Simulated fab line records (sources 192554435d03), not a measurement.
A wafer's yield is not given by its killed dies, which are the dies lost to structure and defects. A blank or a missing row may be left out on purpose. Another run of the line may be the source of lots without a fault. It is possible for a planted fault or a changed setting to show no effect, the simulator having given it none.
The tool behind it: which one? ; flow n5 finfet ; Sampling: 10 lots, 30 wafers, 3 of 1938 route steps

WHAT THE GAUGES READ, wafer by wafer
N5_BEOL_M5_CD_MEAS_11: target cd 27.74 nm.
lot;measured;on;cd nm (nm)
L581;day 9 17:07;cd sem-02;28.03 27.90 27.86
L584;day 10 07:25;cd sem-01;27.62 27.73 27.90
L585;day 10 16:25;cd sem-01;27.54 28.38 27.55
L588;day 11 05:26;cd sem-03;27.68 27.71 28.19
L589;day 11 07:53;cd sem-03;28.34 27.68 28.39
L596;day 12 15:42;cd sem-01;28.02 28.34 28.01
L595;day 13 06:56;cd sem-02;27.86 27.84 28.15
L598;day 13 23:14;cd sem-02;28.05 27.58 27.99
L602;day 14 12:56;cd sem-02;27.84 27.99 28.05
L604;day 15 11:10;cd sem-01;28.03 27.72 28.03

TOOL THAT RAN EACH LOT (tool first, then ch and the chambers of the sampled wafers, then the start)
lot;N5_BEOL_M4_CMP_52;N5_BEOL_M4_PRE_CLEAN_60
L581;cmp-01 ch 0,2, day 9 12:49;cvd co-02 ch 0,1, day 9 13:07
L584;cmp-01 ch 1,2,3, day 10 00:43;cvd co-01 ch 0,1, day 10 01:04
L585;cmp-03 ch 1,2,3, day 10 12:38;cvd co-02 ch 0,1,2, day 10 12:53
L588;cmp-03 ch 0,1,2, day 11 02:27;cvd co-01 ch 0,1, day 11 02:45
L589;cmp-04 ch 1,2, day 11 04:17;cvd co-01 ch 0,1,2, day 11 04:35
L596;cmp-04 ch 1,2,3, day 12 12:18;cvd co-02 ch 1,2, day 12 12:38
L595;cmp-01 ch 2,3, day 13 03:11;cvd co-01 ch 0,1,2, day 13 03:31
L598;cmp-04 ch 0,1,3, day 13 19:00;cvd co-02 ch 1,2, day 13 19:20
L602;cmp-03 ch 1,2,3, day 14 09:04;cvd co-02 ch 1,2, day 14 09:22
L604;cmp-01 ch 0,2,3, day 15 06:15;cvd co-02 ch 2, day 15 06:33
- N5_BEOL_M4_CMP_52: polishes, stops on SiOC, t overpolish 6.8 s, target thk 40 nm.
- N5_BEOL_M4_PRE_CLEAN_60: time 15 s.

THE ANSWER, worked out from the rows above alone
Rule: the lots themselves supply what counts as usual. Put in order of their means at a reading, lots are off if they are a third of the lots or fewer, leave a main group of 4 or more, and stand apart from it by a gap of 3 or more times the standard deviation of the main group's means; of several such gaps the widest counts. The tables above print the reading to a certain number of digits; a main group whose means all agree to those digits is not used. Also off: a lot with no number at a reading for which 4 or more lots have one. Where the step has rows for the other lots, those lots are counted as sound.
Across all readings shown, no lot is off: no conclusion can be drawn from this.

WHAT HAD BEEN PUT IN BY THE SIMULATOR
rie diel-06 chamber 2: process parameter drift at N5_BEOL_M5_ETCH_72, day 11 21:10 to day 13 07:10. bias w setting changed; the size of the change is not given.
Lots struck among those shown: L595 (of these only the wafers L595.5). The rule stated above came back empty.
